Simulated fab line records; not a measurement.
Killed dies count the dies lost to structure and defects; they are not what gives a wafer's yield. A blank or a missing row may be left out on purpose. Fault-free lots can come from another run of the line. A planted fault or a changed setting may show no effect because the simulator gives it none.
Problem report in the 8D (eight disciplines) form, filled by code    flow nand harc    the parts of the form that need people (team, actions taken, sign-off) are left out

== 1. PROBLEM STATEMENT ==
cd nm at NHARC_A_CHANNEL_HOLE_D1_CD_MEAS_10 reads a mean of 116.1 nm on 3 wafers of 3 lots; wafers without a fault read 99.9 nm with a standard deviation of 0.41. Relative to the usual mean, that is a shift of +39 standard deviations.
The step: target cd 100 nm.
Seen first at day 15 14:11 on cd sem-03, wafer L478.3. At this step, 27 wafers from 10 lots have a number in the record. By rule, "out" or "out of limits" means more than 4 standard deviations away from the usual mean. The other wafers with a number count as sound.

== 2. WHAT IT IS; WHAT IT IS NOT ==
question                     is                      is not
which readings at this step  cd nm                   -
which lots                   L478, L479, L481        L463, L465, L467, L469, L477, L482, L484
which wafers of those lots   L478.3, L479.6, L481.3  L478.2, L479.1, L481.1
read on which gauges         cd sem-01, cd sem-03    cd sem-02
when                         from day 15 14:11       up to then (16 sound wafers); but 8 sound wafers of L479, L481, L482, L484 came after

== 3. THE SUSPECTS, EACH WITH WHAT RULES IT OUT ==
Counting: a tool at a process step up to the reading stays a suspect if it ran every lot that is out. Sound lots after the first of them don't rule it out here, since some wafers of a struck lot are sound.
- the gauge at NHARC_A_CHANNEL_HOLE_D1_CD_MEAS_10 is ruled out. Those wafers that are out were read across 2 gauges (cd sem-01, cd sem-03).
- litho track-06 at NHARC_A_CHANNEL_HOLE_D1_PEB_08 (peb time 65 s): kept. Ran every lot that is out, first one L478 (day 15 14:07); last sound lot up to then L477 (day 15 06:28).
The count leaves litho track-06 at NHARC_A_CHANNEL_HOLE_D1_PEB_08.

== 4. THE CAUSE (what the simulator had put in) ==
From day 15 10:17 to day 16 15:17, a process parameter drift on litho track-06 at NHARC_A_CHANNEL_HOLE_D1_PEB_08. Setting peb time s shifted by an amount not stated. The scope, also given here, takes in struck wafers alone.
Only this tool survived the counting.

== 5. THE EFFECT CHAIN, in route order ==
One row per reading whose mean, taken over the struck wafers that have a number, lies over 3 standard deviations from the usual. Scope: only readings with a usual standard deviation given in the record; hours: median across lots of the time from each lot's start at the first step in this table that gives one to its start at this step; sigmas: change in usual standard deviations.
hours  step                                reading                            usual    on struck wafers  change  sigmas
0      NHARC_A_CHANNEL_HOLE_D1_CD_MEAS_10  cd nm                              99.9 nm  116.1             +16.2   +39
8      NHARC_A_CHANNEL_HOLE_D1_CD_MEAS_30  cd nm                              89.8 nm  106.5             +16.7   +19
8      NHARC_A_CHANNEL_HOLE_D1_XSEM_31     bot cd nm                          74.3 nm  90.7              +16.4   +16
390    NHARC_END_WLT_00                    VT_DECK1_BOTTOM                    0.869    0.911             +0.042  +7.1
390    NHARC_END_WLT_00                    VT_DECK1_BOTTOM_INNER              0.869    0.910             +0.041  +7.1
390    NHARC_END_WLT_00                    VT_DECK1_MEDIAN_NEAR_BOTTOM        0.870    0.914             +0.044  +7.2
390    NHARC_END_WLT_00                    VT_DECK1_MEDIAN_NEAR_BOTTOM_INNER  0.870    0.911             +0.041  +6.8
390    NHARC_END_WLT_00                    VT_DECK1_MIDDLE                    0.883    0.918             +0.035  +5.8
390    NHARC_END_WLT_00                    VT_DECK1_MIDDLE_INNER              0.882    0.913             +0.031  +5.3
390    NHARC_END_WLT_00                    VT_DECK1_TOP                       0.895    0.926             +0.031  +5.1
390    NHARC_END_WLT_00                    VT_DECK1_TOP_INNER                 0.894    0.928             +0.034  +5.7
374    NHARC_END_SORT_01                   killed at array                    60       189               +129    +6.1
374    NHARC_END_SORT_01                   killed dies                        65       192               +127    +6.3
Here are the process steps it includes:
- NHARC_A_CHANNEL_HOLE_D1_XSEM_31

== 6. HOW IT WOULD HAVE BEEN CAUGHT EARLIER ==
In this record the first reading out of limits at a measuring or inspecting step was taken at day 15 14:11, 4 hours after the fault began at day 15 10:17.
No tool reading at NHARC_A_CHANNEL_HOLE_D1_PEB_08 that has a usual standard deviation in the record was out on any struck wafer, so an alarm limit of 4 standard deviations on those readings would not have fired.
Of the lots that are out (3), L479, L481 began NHARC_A_CHANNEL_HOLE_D1_PEB_08 on litho track-06 after day 15 14:11. A hold on the tool at that time would have spared those 2.
